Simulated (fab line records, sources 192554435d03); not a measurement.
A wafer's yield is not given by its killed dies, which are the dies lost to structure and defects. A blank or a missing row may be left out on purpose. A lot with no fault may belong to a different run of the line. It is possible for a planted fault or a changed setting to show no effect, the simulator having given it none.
Struck lot and sound lot, side by side + flow n5-finfet + 37 out of 1938 route steps
Sound: the wafers L973.2, L973.5, L973.6. Wafers L983.1, L983.2, L983.3 were the ones struck. At the end, the cause is stated.
For every step that has rows: the tool of each side, followed by ch and its chambers, followed by its first start. Under that, the readings that differ: sound wafers + struck wafers + difference of the means + sigmas: that difference in standard deviations of wafers without a fault.
alike: same words and numbers on both sides, and readings whose means sit less than 2 such deviations apart. not compared: any withheld reading, any reading some wafer has no value for, any bound like >300 that may hide the same value, and any number with overlapping values for which the record gives no deviation.
A row with sigmas, a row that says differs or no value, or rows on one side alone: a step with any of these is where the two part. Numbers that have no deviation but don't overlap get no sigmas and don't part them. A reading missing from all wafers of one side parts the sides only when that side holds two or more wafers.

first, 9 steps without rows for these wafers: N5_WELL_APT_HMDS_01 (time 60 s); N5_WELL_APT_COAT_02 (resist thk 950 nm); N5_WELL_APT_EBR_04; N5_WELL_APT_SOFTBAKE_03 (time 60 s); N5_WELL_APT_EXPOSE_05 (exposes mask NWELL, defocus 0 nm, target cd 200 nm); N5_WELL_APT_PEB_06 (peb time 90 s); N5_WELL_APT_DEVELOP_07 (develop time 45 s); N5_WELL_APT_HARDBAKE_12 (time 120 s); N5_WELL_APT_DESCUM_13 (chemistry O2, time 7.9 s).
N5_WELL_APT_IMPLANT_14:
  sound on implanter-01 ch 0, day 2 20:03; struck on implanter-01 ch 0, day 5 07:53
| reading            | sound                         | struck                         | difference  | sigmas      |
|--------------------|-------------------------------|--------------------------------|-------------|-------------|
| dose-ions-cm2      | 1.5013e+13 1.4995e+13 1.5e+13 | 1.0483e+13 1.05e+13 1.0481e+13 | -4.5147e+12 | -99 or more |
| faraday-current-uA | 185 187 181                   | 135 135 134                    | -50         | -14         |
  alike: beam-energy-keV
then, 25 steps without rows for these wafers: N5_WELL_APT_IMPLANT_15; N5_WELL_APT_STRIP_16 (strips in SPM, time 900 s); N5_WELL_APT_HMDS_18 (time 60 s); N5_WELL_APT_COAT_19 (resist thk 950 nm); N5_WELL_APT_EBR_21; N5_WELL_APT_SOFTBAKE_20 (time 60 s); N5_WELL_APT_EXPOSE_22 (exposes mask PWELL, defocus 0 nm, target cd 200 nm); N5_WELL_APT_PEB_23 (peb time 90 s); N5_WELL_APT_DEVELOP_24 (develop time 45 s); N5_WELL_APT_HARDBAKE_29 (time 120 s); N5_WELL_APT_DESCUM_30 (chemistry O2, time 7.9 s); N5_WELL_APT_IMPLANT_31; N5_WELL_APT_IMPLANT_32; N5_WELL_APT_STRIP_33 (strips in SPM, time 900 s); N5_WELL_APT_RTA_34 (time 10 s); N5_WELL_APT_OXIDE_STRIP_42 (strips SiO2 in dHF, time 45 s, target depth 12 nm); N5_WELL_APT_PRECLEAN_36 (cleans in O3/DIW, time 45 s); N5_WELL_APT_PRECLEAN_39 (cleans in dHF, time 60 s); N5_WELL_APT_SRD_37 (time 30 s); N5_WELL_APT_EPI_41 (deposits Si from SiH4/H2, target thk 50 nm, time 297.7 s); N5_PMOS_HMC_CHANNEL_EPI_HM_DEP_34 (deposits SiO2 from TEOS/O2, target thk 36 nm, time 6.9 s); N5_PMOS_HMC_CHANNEL_EPI_COAT_31 (time 60 s, resist thk 66 nm); N5_PMOS_HMC_CHANNEL_EPI_COAT_03 (resist thk 205 nm); N5_PMOS_HMC_CHANNEL_EPI_EBR_05; N5_PMOS_HMC_CHANNEL_EPI_SOFTBAKE_04 (time 60 s).
-- here the record skips 7 days between the struck wafers' starts before and after, leaving off in module PMOS_HMC_CHANNEL_EPI and picking up in module BEOL_M4 (first step shown: number 1111 of the route) --
N5_BEOL_M4_RC_MEAS_101:
  sound on prober-02 ch 0, day 10 02:10; struck on prober-02 ch 0, day 12 00:22
| reading           | sound          | struck         | difference | sigmas |
|-------------------|----------------|----------------|------------|--------|
| RS_NWELL (ohm/sq) | 1041 1034 1038 | 1263 1257 1268 | +225       | +38    |
  alike: DIBL_N, DIBL_P, IOFF_N, IOFF_P, ION_N, ION_P, SS_N, SS_P, VT_N, VT_P
-- the record jumps here: 5 days lie between the struck wafers' starts before and after (it left off in module BEOL_M4 and takes up again in module PASSIVATION, whose first step shown is number 1936 of the route) --
N5_PASSIVATION_PROBE_49:
  sound on prober-01, day 14 13:48; struck on prober-01, day 16 14:38
  alike: defect-limited-yield, killed_at_M0_to_M3, killed_at_M4_up, killed-at-contacts, killed-at-front-end, killed-at-other, killed-dies, killed-open, killed-short, sort_bin_5_function, sort_bin_6_memory, sort-n-pass, sort-yield-pct

WHERE THEY PART
At N5_WELL_APT_IMPLANT_14 first; at N5_BEOL_M4_RC_MEAS_101 last (within this record only). Later steps at which nothing parts them and some readings are alike: N5_PASSIVATION_PROBE_49.

WHY: the cause the simulator had injected
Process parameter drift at N5_WELL_APT_IMPLANT_14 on implanter-01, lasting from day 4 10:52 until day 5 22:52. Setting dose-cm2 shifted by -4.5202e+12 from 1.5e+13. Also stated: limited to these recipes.
